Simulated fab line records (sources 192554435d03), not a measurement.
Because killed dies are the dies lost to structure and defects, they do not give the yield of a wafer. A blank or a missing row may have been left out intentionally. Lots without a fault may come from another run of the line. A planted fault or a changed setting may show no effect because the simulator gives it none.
Lot-split experiment	flow n5_finfet	on a route of 1938 steps: 7 lots, 21 wafers read

ABOUT THE SPLIT
At N5_BEOL_M9_ETCH_62 (etches SOC in N2/H2, target depth 110 nm, overetch 22 nm, time 165 s), the setting time_s was moved away from the recipe's 165 s on 5 of the 21 wafers read, by -16.1% to +15.7%. All remaining wafers had this setting at the recipe value.

The reading comes from the split's own step.

THE READING
SiARC_of_BEOL_M9_COAT_60.thk_nm (the simulator's own value, which no gauge read), in nm, at N5_BEOL_M9_ETCH_62 (etches SOC in N2/H2, target depth 110 nm, overetch 22 nm, time 165 s). The file gives no usual value for it. Average 23.4 nm, standard deviation 0.11 nm, over the 16 wafers here run with the recipe.

wafer	tool, chamber at the split	time_s as run, s	against the recipe	SiARC_of_BEOL_M9_COAT_60.thk_nm, nm	against lot-mates on the recipe
L074.1	rie_diel-02, 2,3	165	recipe	23.6	-
L074.5	rie_diel-02, 2,3	165	recipe	23.6	-
L074.3	rie_diel-02, 1	152.8	-7.4%	24	+0.4
L075.2	rie_diel-02, 2	144.4	-12.5%	24.4	+0.9
L075.3	rie_diel-02, 2	165	recipe	23.4	-
L075.5	rie_diel-02, 2	165	recipe	23.6	-
L080.1	rie_diel-05, 2,1	138.5	-16.1%	24.6	+1.2
L080.2	rie_diel-05, 2,1	138.5	-16.1%	24.6	+1.2
L080.6	rie_diel-05, 3	165	recipe	23.4	-
L079.2	rie_diel-05, 3	165	recipe	23.4	-
L079.3	rie_diel-05, 1,2	165	recipe	23.6	-
L079.4	rie_diel-05, 1,2	165	recipe	23.6	-
L083.1	rie_diel-05, 0	165	recipe	23.4	-
L083.3	rie_diel-05, 2	190.9	+15.7%	22.4	-0.9
L083.6	rie_diel-05, 3	165	recipe	23.2	-
L084.1	rie_diel-02, 2,1,0	165	recipe	23.4	-
L084.2	rie_diel-02, 2,1,0	165	recipe	23.4	-
L084.3	rie_diel-02, 2,1,0	165	recipe	23.4	-
L096.1	rie_diel-05, 0,0,1	165	recipe	23.4	-
L096.3	rie_diel-05, 0,0,1	165	recipe	23.4	-
L096.4	rie_diel-05, 0,0,1	165	recipe	23.4	-
Where a row lists several chambers, the file gives one row for several wafers and doesn't say which wafer went through which chamber.

THE FIT
A straight line over all 21 wafers: SiARC_of_BEOL_M9_COAT_60.thk_nm changes by -0.071 nm for each +1% of time_s; r = -0.98; the points scatter about the line by 0.1 nm.
The same after taking each lot's own level away (the mean of its wafers on the recipe; 21 wafers): -0.0682 nm for each +1%; r = -0.99; scatter 0.081 nm.
The reading moves by 1.1 nm for the largest change in time_s, on that fit.
Across the lots, their own levels run from 23.30 to 23.60 nm, a range of 2.7 times the standard deviation given above.
The two slopes agree, so the slope changes little with the lot-to-lot level.
Check: +1.08 nm against its lot-mates is what the line predicts for one of the wafers moved furthest among these (-16.1%) when that wafer is left out of the fit. It came out at +1.2 nm against them.

OTHER SPLITS ON THESE WAFERS
Other splits were also applied to these wafers ahead of the reading. Each is held against what the fit with the lots' levels taken away leaves over:
other split on the same wafers	wafers away from the commonest value	r with SiARC_of_BEOL_M9_COAT_60.thk_nm (lot level and that fit taken away)
N5_BEOL_M4_DESCUM_33 time_s	10	-0.16
N5_BEOL_M4_ETCH_70 time_s	6	-0.17
N5_BEOL_M5_COAT_74 spin_rpm	9	-0.02
N5_BEOL_M5_COAT_22 spin_rpm	5	+0.39
N5_BEOL_M6_PECVD_70 time_s	8	+0.08
N5_BEOL_M7_ILD_DEP_00 time_s	7	-0.14
N5_BEOL_M8_COAT_71 spin_rpm	6	-0.14
N5_BEOL_M8_DESCUM_33 time_s	14	-0.10

THE FILE'S OWN FIT
SiARC_of_BEOL_M9_COAT_60.thk_nm changes by -0.0666 nm for each +1% of time_s, r = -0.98.
